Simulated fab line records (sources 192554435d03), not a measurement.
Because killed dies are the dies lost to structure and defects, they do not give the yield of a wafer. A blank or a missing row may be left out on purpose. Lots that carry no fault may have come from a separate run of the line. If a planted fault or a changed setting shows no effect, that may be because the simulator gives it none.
Matching of chambers -- flow n5Finfet -- N5_BEOL_M10_CURE_72 on uvCure-02 has 3 sister chambers
The step cures SiCOH lowk, time 120 s. 6 wafers are shown with their chamber, then 11 later ones without.

EACH WAFER AND ITS CHAMBER
wafer,chamber,wafer_temp_C_max,lampPowerPct (%)
L089.3,1,371.4,52.20
L089.5,1,371.4,52.29
L090.4,2,372.5,52.20
L090.6,2,372.4,52.29
L093.4,0,371.7,52.36
L093.2,0,372.0,52.37

WAFERS MISSING THEIR CHAMBER
wafer,wafer_temp_C_max,lampPowerPct (%)
L093.5,372.4,52.33
L093.6,372.1,52.36
L095.2,370.9,52.33
L095.3,372.4,52.21
L095.5,371.8,52.30
L094.1,371.9,52.35
L094.5,372.5,52.32
L094.6,371.7,52.31
L096.1,371.4,52.23
L096.2,371.6,52.29
L096.5,371.5,52.26

THE CHAMBER EACH PASSED THROUGH
wafer,from the rows above,in truth
L093.5,2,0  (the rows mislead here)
L093.6,can't be placed: 0 or 2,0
L095.2,1,1
L095.3,2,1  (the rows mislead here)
L095.5,can't be placed: 0 or 1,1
L094.1,0,0
L094.5,2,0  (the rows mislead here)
L094.6,can't be placed: 0 or 1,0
L096.1,1,1
L096.2,can't be placed: 1 or 0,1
L096.5,1,1
Correctly placed: 4 of 11. Unplaceable from these rows: 4, with the true chamber sitting among the candidates in 4. Wrongly placed: 3.
How it was worked out, from the rows above alone: a wafer's distance from a chamber is the root of the sum, over the readings, of the square of ((its reading less the chamber's mean) divided by the reading's scatter). If the next closest chamber is less than 2 further off than the closest, the wafer can't be placed; otherwise it belongs to the closest. The mean given for a chamber averages the wafers shown for that chamber. The scatter is the square root of a quotient: the sum, over the shown wafers, of each reading's squared deviation from its chamber's mean, divided by wafers minus chambers.
